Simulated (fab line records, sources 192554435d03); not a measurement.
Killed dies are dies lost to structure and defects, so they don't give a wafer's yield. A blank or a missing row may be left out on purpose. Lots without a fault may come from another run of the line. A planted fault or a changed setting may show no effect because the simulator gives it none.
Chamber matching | flow n5_finfet | N5_BEOL_M11_CMP_52 on cmp-02: 4 sister chambers
The step polishes, stops on SiCOH lowk, t overpolish 7 s, target thk 140 nm. 8 wafers are shown with their chamber, then 11 later ones without.

WAFERS WITH THEIR CHAMBER
wafer  | chamber | motor_current_A (A) | head_pressure_psi (psi)
L075.2 | 2       | 6.5                 | 0.9991
L079.1 | 2       | 6.2                 | 1.0031
L077.3 | 1       | 5.8                 | 0.9983
L078.4 | 0       | 6.0                 | 1.0041
L078.5 | 1       | 6.0                 | 0.9993
L081.4 | 0       | 5.9                 | 0.9996
L081.5 | 3       | 5.7                 | 0.9957
L082.2 | 3       | 5.7                 | 1.0019

WAFERS WITHOUT THEIR CHAMBER
wafer  | motor_current_A (A) | head_pressure_psi (psi)
L082.3 | 5.8                 | 0.9999
L082.5 | 6.0                 | 1.0004
L088.1 | 6.0                 | 0.9991
L088.2 | 6.0                 | 1.0034
L088.5 | 6.0                 | 1.0015
L093.1 | 6.0                 | 0.9962
L093.4 | 6.1                 | 0.9978
L093.5 | 5.9                 | 0.9986
L094.1 | 5.9                 | 0.9989
L094.5 | 5.8                 | 0.9970
L094.6 | 6.0                 | 0.9989

WHICH CHAMBER EACH WENT THROUGH
wafer  | from the rows above               | in truth
L082.3 | can't be placed: 3 or 1 or 0      | 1
L082.5 | can't be placed: 0 or 1 or 3      | 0
L088.1 | can't be placed: 1 or 0 or 3 or 2 | 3
L088.2 | can't be placed: 0 or 1           | 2
L088.5 | can't be placed: 0 or 1           | 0
L093.1 | can't be placed: 1 or 0 or 3 or 2 | 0
L093.4 | can't be placed: 1 or 0 or 2 or 3 | 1
L093.5 | can't be placed: 1 or 0 or 3      | 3
L094.1 | can't be placed: 1 or 0 or 3      | 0
L094.5 | can't be placed: 1 or 3 or 0      | 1
L094.6 | can't be placed: 1 or 0 or 3 or 2 | 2
Placed correctly: 0 of 11. Can't be placed from these rows: 11 (the true chamber is among the candidates in 10). Placed wrongly: 0.
How it was worked out, from the rows above alone: a wafer's distance from a chamber is the root of the sum, over the readings, of the square of ((its reading less the chamber's mean) divided by the reading's scatter). The wafer belongs to the nearest chamber; if the next one is less than 2 further off, it can't be placed. A chamber's mean is the mean of its shown wafers. The scatter: the root of (the sum of the squares of (reading less its chamber's mean) over the shown wafers, divided by (wafers less chambers)).
